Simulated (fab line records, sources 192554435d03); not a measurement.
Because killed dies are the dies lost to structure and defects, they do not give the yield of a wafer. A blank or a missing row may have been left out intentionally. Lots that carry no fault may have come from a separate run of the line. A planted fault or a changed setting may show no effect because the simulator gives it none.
Matching of chambers :: flow n5 finfet :: 3 sister chambers for N5_BEOL_M6_CURE_74 on uv cure-02
The step cures SiCOH lowk, time 240 s. 14 wafers are shown with their chamber, then 7 later ones without.

== EACH WAFER AND ITS CHAMBER ==
wafer: L076.2
chamber: 1
wafer_temp_C_max: 386.3
lamp power pct (%): 52.24

wafer: L076.5
chamber: 1
wafer_temp_C_max: 386.1
lamp power pct (%): 52.32

wafer: L076.6
chamber: 1
wafer_temp_C_max: 386.2
lamp power pct (%): 52.29

wafer: L077.2
chamber: 1
wafer_temp_C_max: 386.1
lamp power pct (%): 52.33

wafer: L077.5
chamber: 1
wafer_temp_C_max: 386.2
lamp power pct (%): 52.24

wafer: L077.6
chamber: 1
wafer_temp_C_max: 386.3
lamp power pct (%): 52.40

wafer: L078.1
chamber: 1
wafer_temp_C_max: 386.3
lamp power pct (%): 52.34

wafer: L078.3
chamber: 1
wafer_temp_C_max: 386.6
lamp power pct (%): 52.23

wafer: L078.6
chamber: 1
wafer_temp_C_max: 386.4
lamp power pct (%): 52.37

wafer: L080.1
chamber: 0
wafer_temp_C_max: 386.5
lamp power pct (%): 52.26

wafer: L080.4
chamber: 0
wafer_temp_C_max: 385.9
lamp power pct (%): 52.27

wafer: L080.5
chamber: 0
wafer_temp_C_max: 386.5
lamp power pct (%): 52.32

wafer: L083.4
chamber: 2
wafer_temp_C_max: 386.7
lamp power pct (%): 52.33

wafer: L083.5
chamber: 2
wafer_temp_C_max: 386.3
lamp power pct (%): 52.30

SIGNATURES (averages over the wafers above)
reading: wafer_temp_C_max
chamber 0: 386.300
chamber 1: 386.278
chamber 2: 386.500
scatter within a chamber: 0.216

reading: lamp power pct
chamber 0: 52.2833
chamber 1: 52.3067
chamber 2: 52.3150
scatter within a chamber: 0.054
Rule: for a wafer and a chamber, the distance is found by dividing, reading by reading, the gap between the wafer's reading and the chamber's mean by the reading's scatter, squaring, summing and taking the root. If the next closest chamber is less than 2 further off than the closest, the wafer can't be placed; otherwise it belongs to the closest. The scatter: the root of (the sum of the squares of (reading less its chamber's mean) over the shown wafers, divided by (wafers less chambers)).

== WAFERS WITH NO CHAMBER GIVEN ==
wafer: L083.6
wafer_temp_C_max: 386.4
lamp power pct (%): 52.27

wafer: L089.1
wafer_temp_C_max: 386.0
lamp power pct (%): 52.35

wafer: L089.4
wafer_temp_C_max: 386.0
lamp power pct (%): 52.34

wafer: L089.6
wafer_temp_C_max: 385.8
lamp power pct (%): 52.42

wafer: L092.2
wafer_temp_C_max: 386.7
lamp power pct (%): 52.23

wafer: L092.4
wafer_temp_C_max: 386.8
lamp power pct (%): 52.35

wafer: L092.6
wafer_temp_C_max: 387.1
lamp power pct (%): 52.35

== WHICH CHAMBER EACH ONE RAN IN ==
wafer: L083.6
from the rows above: can't be placed: 0 or 1 or 2
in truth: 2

wafer: L089.1
from the rows above: can't be placed: 1 or 0 or 2
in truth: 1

wafer: L089.4
from the rows above: can't be placed: 1 or 0 or 2
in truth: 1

wafer: L089.6
from the rows above: can't be placed: 1 or 0 or 2
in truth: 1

wafer: L092.2
from the rows above: can't be placed: 2 or 0 or 1
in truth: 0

wafer: L092.4
from the rows above: can't be placed: 2 or 1 or 0
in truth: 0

wafer: L092.6
from the rows above: can't be placed: 2 or 1 or 0
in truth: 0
Placed correctly: 0 of 7. Can't be placed from these rows: 7 (the true chamber is among the candidates in 7). Number placed wrongly: 0.
